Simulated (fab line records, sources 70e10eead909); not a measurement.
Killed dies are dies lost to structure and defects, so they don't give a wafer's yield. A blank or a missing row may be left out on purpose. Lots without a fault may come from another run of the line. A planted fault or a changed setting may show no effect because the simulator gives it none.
Which tool did it? | flow nand_harc | 14 lots, 42 wafers sampled, at 2 steps of a route of 1302

WHAT THE GAUGES READ, wafer by wafer
NHARC_A_CONTACT_INSPECT_23. Usual: raw_defect_count 521, standard deviation 130.
lot  | measured     | on                | raw_defect_count | flag
L368 | day 22 14:14 | defect_inspect-02 | 769 530 451      |
L369 | day 23 04:14 | defect_inspect-01 | 420 565 354      |
L371 | day 23 18:30 | defect_inspect-01 | 646 440 491      |
L370 | day 23 20:31 | defect_inspect-02 | 513 576 709      |
L374 | day 25 01:56 | defect_inspect-02 | 658 721 673      |
L375 | day 26 04:40 | defect_inspect-01 | 372 507 629      |
L376 | day 26 17:39 | defect_inspect-02 | 424 394 480      |
L379 | day 26 23:14 | defect_inspect-01 | 432 528 475      |
L383 | day 28 22:20 | defect_inspect-02 | 539 487 416      |
L384 | day 29 06:39 | defect_inspect-02 | 465 442 372      |
L387 | day 30 06:59 | defect_inspect-02 | 460 442 450      |
L389 | day 31 03:12 | defect_inspect-01 | 331 438 448      |
L388 | day 31 06:08 | defect_inspect-02 | 535 586 529      |
L390 | day 32 13:32 | defect_inspect-01 | 474 346 496      |

NHARC_A_BLC_INSPECT_12. Usual: raw_defect_count 84, standard deviation 33.
lot  | measured     | on                | raw_defect_count | flag
L368 | day 22 14:52 | defect_inspect-01 | 53 57 58         |
L369 | day 23 04:52 | defect_inspect-01 | 59 60 44         |
L371 | day 23 19:08 | defect_inspect-02 | 105 96 111       |
L370 | day 23 21:08 | defect_inspect-02 | 68 83 71         |
L374 | day 25 02:27 | defect_inspect-02 | 116 120 119      |
L375 | day 26 05:11 | defect_inspect-01 | 85 68 102        |
L376 | day 26 18:17 | defect_inspect-02 | 23 17 19         |
L379 | day 26 23:52 | defect_inspect-01 | 72 66 61         |
L383 | day 28 22:58 | defect_inspect-01 | 100 92 114       |
L384 | day 29 07:17 | defect_inspect-01 | 103 81 82        |
L387 | day 30 07:29 | defect_inspect-02 | 84 88 90         |
L389 | day 31 03:50 | defect_inspect-02 | 112 104 101      |
L388 | day 31 06:46 | defect_inspect-01 | 100 79 85        |
L390 | day 32 14:10 | defect_inspect-01 | 85 82 88         |

WHICH TOOL RAN EACH LOT (tool, then ch and the chambers of the sampled wafers, then the start)
The record holds no process step before these readings.

WHAT THE TOOLS THEMSELVES READ (means of the sampled wafers that have a number; where no wafer has one, the mark that the record gives instead)
The record holds no such reading with a usual standard deviation.

THE ANSWER, worked out from the rows above alone
Rule: a lot is off if the mean of its wafers that have a number lies more than 3 standard deviations from the usual mean. A lot without any number at a reading at which 4 lots or more have one is off too. The other lots that the step has rows for count as sound. The gauges are gone through in route order, then the tools' own readings, and for those a lot's mean is taken as printed above. The first step at which some lot is off is used, and at that step the reading that is off furthest; a lot without a number counts as furthest.
No lot is off at any reading shown: from this, nothing can be told.

WHAT THE SIMULATOR HAD PUT IN
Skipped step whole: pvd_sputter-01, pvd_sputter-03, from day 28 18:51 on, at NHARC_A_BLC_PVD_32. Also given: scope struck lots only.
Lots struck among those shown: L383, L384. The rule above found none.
